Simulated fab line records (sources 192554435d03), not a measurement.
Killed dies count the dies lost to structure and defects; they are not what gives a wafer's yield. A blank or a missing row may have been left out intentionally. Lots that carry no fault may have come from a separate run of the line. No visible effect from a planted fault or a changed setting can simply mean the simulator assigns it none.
Chamber matching || flow n5 finfet || N5_DUMMY_GATE_STRIP_40 on rie diel-01: 4 sister chambers
The step strips in CF4. 24 wafers are shown with their chamber, then 12 later ones without.

== WAFERS PAIRED WITH THEIR CHAMBERS ==
{"wafer": "L074.4", "chamber": 1, "showerhead plenum p Torr (Torr)": 1.81, "throttle valve pct (%)": 13.56, "drypump motor current A (A)": 5.5}
{"wafer": "L074.5", "chamber": 2, "showerhead plenum p Torr (Torr)": 1.77, "throttle valve pct (%)": 13.94, "drypump motor current A (A)": 5.4}
{"wafer": "L074.6", "chamber": 1, "showerhead plenum p Torr (Torr)": 1.81, "throttle valve pct (%)": 13.54, "drypump motor current A (A)": 5.5}
{"wafer": "L075.2", "chamber": 3, "showerhead plenum p Torr (Torr)": 1.74, "throttle valve pct (%)": 13.38, "drypump motor current A (A)": 5.6}
{"wafer": "L075.4", "chamber": 0, "showerhead plenum p Torr (Torr)": 1.82, "throttle valve pct (%)": 13.38, "drypump motor current A (A)": 5.3}
{"wafer": "L075.6", "chamber": 0, "showerhead plenum p Torr (Torr)": 1.82, "throttle valve pct (%)": 13.39, "drypump motor current A (A)": 5.3}
{"wafer": "L077.1", "chamber": 2, "showerhead plenum p Torr (Torr)": 1.77, "throttle valve pct (%)": 13.94, "drypump motor current A (A)": 5.4}
{"wafer": "L077.2", "chamber": 3, "showerhead plenum p Torr (Torr)": 1.74, "throttle valve pct (%)": 13.38, "drypump motor current A (A)": 5.6}
{"wafer": "L077.5", "chamber": 0, "showerhead plenum p Torr (Torr)": 1.82, "throttle valve pct (%)": 13.40, "drypump motor current A (A)": 5.3}
{"wafer": "L081.2", "chamber": 1, "showerhead plenum p Torr (Torr)": 1.80, "throttle valve pct (%)": 13.58, "drypump motor current A (A)": 5.5}
{"wafer": "L081.4", "chamber": 0, "showerhead plenum p Torr (Torr)": 1.82, "throttle valve pct (%)": 13.40, "drypump motor current A (A)": 5.3}
{"wafer": "L081.5", "chamber": 0, "showerhead plenum p Torr (Torr)": 1.82, "throttle valve pct (%)": 13.43, "drypump motor current A (A)": 5.3}
{"wafer": "L085.1", "chamber": 1, "showerhead plenum p Torr (Torr)": 1.80, "throttle valve pct (%)": 13.60, "drypump motor current A (A)": 5.5}
{"wafer": "L085.2", "chamber": 0, "showerhead plenum p Torr (Torr)": 1.82, "throttle valve pct (%)": 13.41, "drypump motor current A (A)": 5.3}
{"wafer": "L085.6", "chamber": 2, "showerhead plenum p Torr (Torr)": 1.76, "throttle valve pct (%)": 14.00, "drypump motor current A (A)": 5.4}
{"wafer": "L087.3", "chamber": 0, "showerhead plenum p Torr (Torr)": 1.82, "throttle valve pct (%)": 13.43, "drypump motor current A (A)": 5.3}
{"wafer": "L087.4", "chamber": 1, "showerhead plenum p Torr (Torr)": 1.80, "throttle valve pct (%)": 13.61, "drypump motor current A (A)": 5.6}
{"wafer": "L087.5", "chamber": 0, "showerhead plenum p Torr (Torr)": 1.82, "throttle valve pct (%)": 13.45, "drypump motor current A (A)": 5.3}
{"wafer": "L088.2", "chamber": 3, "showerhead plenum p Torr (Torr)": 1.73, "throttle valve pct (%)": 13.43, "drypump motor current A (A)": 5.7}
{"wafer": "L088.4", "chamber": 2, "showerhead plenum p Torr (Torr)": 1.76, "throttle valve pct (%)": 14.00, "drypump motor current A (A)": 5.4}
{"wafer": "L088.5", "chamber": 2, "showerhead plenum p Torr (Torr)": 1.76, "throttle valve pct (%)": 14.01, "drypump motor current A (A)": 5.4}
{"wafer": "L089.2", "chamber": 2, "showerhead plenum p Torr (Torr)": 1.76, "throttle valve pct (%)": 14.02, "drypump motor current A (A)": 5.4}
{"wafer": "L089.3", "chamber": 0, "showerhead plenum p Torr (Torr)": 1.82, "throttle valve pct (%)": 13.43, "drypump motor current A (A)": 5.3}
{"wafer": "L089.5", "chamber": 3, "showerhead plenum p Torr (Torr)": 1.73, "throttle valve pct (%)": 13.44, "drypump motor current A (A)": 5.7}

SIGNATURES (averages over the wafers above)
{"reading": "showerhead plenum p Torr", "chamber 0": 1.8200, "chamber 1": 1.8040, "chamber 2": 1.7633, "chamber 3": 1.7350, "scatter within a chamber": 0.0042}
{"reading": "throttle valve pct", "chamber 0": 13.4133, "chamber 1": 13.5780, "chamber 2": 13.9850, "chamber 3": 13.4075, "scatter within a chamber": 0.0291}
{"reading": "drypump motor current A", "chamber 0": 5.300, "chamber 1": 5.520, "chamber 2": 5.400, "chamber 3": 5.650, "scatter within a chamber": 0.03}
Rule: for a wafer and a chamber, the distance is found by dividing, reading by reading, the gap between the wafer's reading and the chamber's mean by the reading's scatter, squaring, summing and taking the root. The wafer belongs to the nearest chamber; if the next one is less than 2 further off, it can't be placed. The scatter: take each reading less its chamber's mean, square it, sum over the shown wafers, divide by the number of wafers less the number of chambers, and take the root.

== WAFERS WITH NO CHAMBER GIVEN ==
{"wafer": "L090.3", "showerhead plenum p Torr (Torr)": 1.82, "throttle valve pct (%)": 13.44, "drypump motor current A (A)": 5.3}
{"wafer": "L090.4", "showerhead plenum p Torr (Torr)": 1.73, "throttle valve pct (%)": 13.44, "drypump motor current A (A)": 5.7}
{"wafer": "L090.5", "showerhead plenum p Torr (Torr)": 1.76, "throttle valve pct (%)": 14.01, "drypump motor current A (A)": 5.4}
{"wafer": "L091.1", "showerhead plenum p Torr (Torr)": 1.76, "throttle valve pct (%)": 14.02, "drypump motor current A (A)": 5.4}
{"wafer": "L091.2", "showerhead plenum p Torr (Torr)": 1.80, "throttle valve pct (%)": 13.61, "drypump motor current A (A)": 5.5}
{"wafer": "L091.3", "showerhead plenum p Torr (Torr)": 1.73, "throttle valve pct (%)": 13.45, "drypump motor current A (A)": 5.7}
{"wafer": "L092.1", "showerhead plenum p Torr (Torr)": 1.82, "throttle valve pct (%)": 13.45, "drypump motor current A (A)": 5.3}
{"wafer": "L092.2", "showerhead plenum p Torr (Torr)": 1.80, "throttle valve pct (%)": 13.63, "drypump motor current A (A)": 5.5}
{"wafer": "L092.3", "showerhead plenum p Torr (Torr)": 1.73, "throttle valve pct (%)": 13.44, "drypump motor current A (A)": 5.6}
{"wafer": "L093.2", "showerhead plenum p Torr (Torr)": 1.73, "throttle valve pct (%)": 13.47, "drypump motor current A (A)": 5.6}
{"wafer": "L093.3", "showerhead plenum p Torr (Torr)": 1.80, "throttle valve pct (%)": 13.65, "drypump motor current A (A)": 5.5}
{"wafer": "L093.4", "showerhead plenum p Torr (Torr)": 1.82, "throttle valve pct (%)": 13.45, "drypump motor current A (A)": 5.3}

== WHICH CHAMBER EACH WENT THROUGH ==
{"wafer": "L090.3", "from the rows above": 0, "in truth": 0}
{"wafer": "L090.4", "from the rows above": 3, "in truth": 3}
{"wafer": "L090.5", "from the rows above": 2, "in truth": 2}
{"wafer": "L091.1", "from the rows above": 2, "in truth": 2}
{"wafer": "L091.2", "from the rows above": 1, "in truth": 1}
{"wafer": "L091.3", "from the rows above": 3, "in truth": 3}
{"wafer": "L092.1", "from the rows above": 0, "in truth": 0}
{"wafer": "L092.2", "from the rows above": 1, "in truth": 1}
{"wafer": "L092.3", "from the rows above": 3, "in truth": 3}
{"wafer": "L093.2", "from the rows above": 3, "in truth": 3}
{"wafer": "L093.3", "from the rows above": 1, "in truth": 1}
{"wafer": "L093.4", "from the rows above": 0, "in truth": 0}
Correct placement for 12 of the 12. Number that these rows cannot place: 0. Placed wrongly: 0.
